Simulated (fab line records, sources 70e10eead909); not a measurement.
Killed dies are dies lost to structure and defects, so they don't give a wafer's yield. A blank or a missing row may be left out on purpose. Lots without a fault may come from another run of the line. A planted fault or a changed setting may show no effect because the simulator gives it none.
Problem report in the 8D (eight disciplines) form, filled by code | flow nand_harc | the parts of the form that need people (team, actions taken, sign-off) are left out

1. THE PROBLEM
thk_nm at NHARC_A_ONON_D2_THK_MEAS_14 reads a mean of 1569 nm on 4 wafers of 3 lots; wafers without a fault read 1001 nm with a standard deviation of 8. That is +71 standard deviations from the usual mean.
The step: measures by ellipsometry.
First seen on wafer L591.5, day 18 14:37, on film_metro-01. The record holds 42 wafers of 15 lots with a number at this step. Rule for "out", or "out of limits": more than 4 standard deviations from the usual mean. The other wafers with a number count as sound.

2. WHAT IT IS AND WHAT IT IS NOT
question                    | is                             | is not
which readings at this step | thk_nm                         | -
which lots                  | L591, L593, L594               | L577, L579, L580, L581, L582, L583, L584, L585, L586, L587, L599, L600
which wafers of those lots  | L591.5, L593.5, L594.4, L594.5 | L591.6, L593.1
read on which gauges        | film_metro-01, film_metro-02   | -
when                        | from day 18 14:37              | up to then (31 sound wafers); but 7 sound wafers of L593, L599, L600 came after

3. SUSPECTS, AND WHAT RULES EACH OUT
Counting: a tool at a process step up to the reading stays a suspect if it ran every lot that is out. Sound lots after the first of them don't rule it out here, since some wafers of a struck lot are sound.
- the gauge at NHARC_A_ONON_D2_THK_MEAS_14: ruled out. The wafers that are out were read on 2 gauges (film_metro-01, film_metro-02).
- pecvd_onon-04 at NHARC_A_ONON_D2_DEP_12 (target thk 1000 nm): kept. It ran every lot that is out, first L591 (day 18 14:20); its last sound lot up to then is L586 (day 16 20:30).
Left after counting: pecvd_onon-04 at NHARC_A_ONON_D2_DEP_12.

4. THE CAUSE (what the simulator had put in)
Process parameter drift: pecvd_onon-04, from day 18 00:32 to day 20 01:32, at NHARC_A_ONON_D2_DEP_12. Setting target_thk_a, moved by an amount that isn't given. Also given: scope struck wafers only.
Counting left only this tool.

5. THE CHAIN OF EFFECTS, in route order
Each row: a reading whose mean over the struck wafers that have a number lies more than 3 standard deviations from the usual. Only readings for which the record gives a usual standard deviation are gone through. hours: the time from each lot's start at the first step in this table that gives one to its start at this step, as a median over the lots. sigmas: the change in usual standard deviations.
hours | step                        | reading         | usual   | on struck wafers | change | sigmas
0     | NHARC_A_ONON_D2_THK_MEAS_14 | thk_nm          | 1001 nm | 1569             | +568   | +71
285   | NHARC_END_SORT_01           | killed_at_array | 56      | 672              | +616   | +32
285   | NHARC_END_SORT_01           | killed_dies     | 60      | 677              | +617   | +32

6. WHAT WOULD HAVE CAUGHT IT SOONER
In this record the first reading out of limits at a measuring or inspecting step was taken at day 18 14:37, 14 hours after the fault began at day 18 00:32.
Of the lots that are out (3), L593, L594 began NHARC_A_ONON_D2_DEP_12 on pecvd_onon-04 after day 18 14:37. A hold on the tool at that time would have spared those 2.
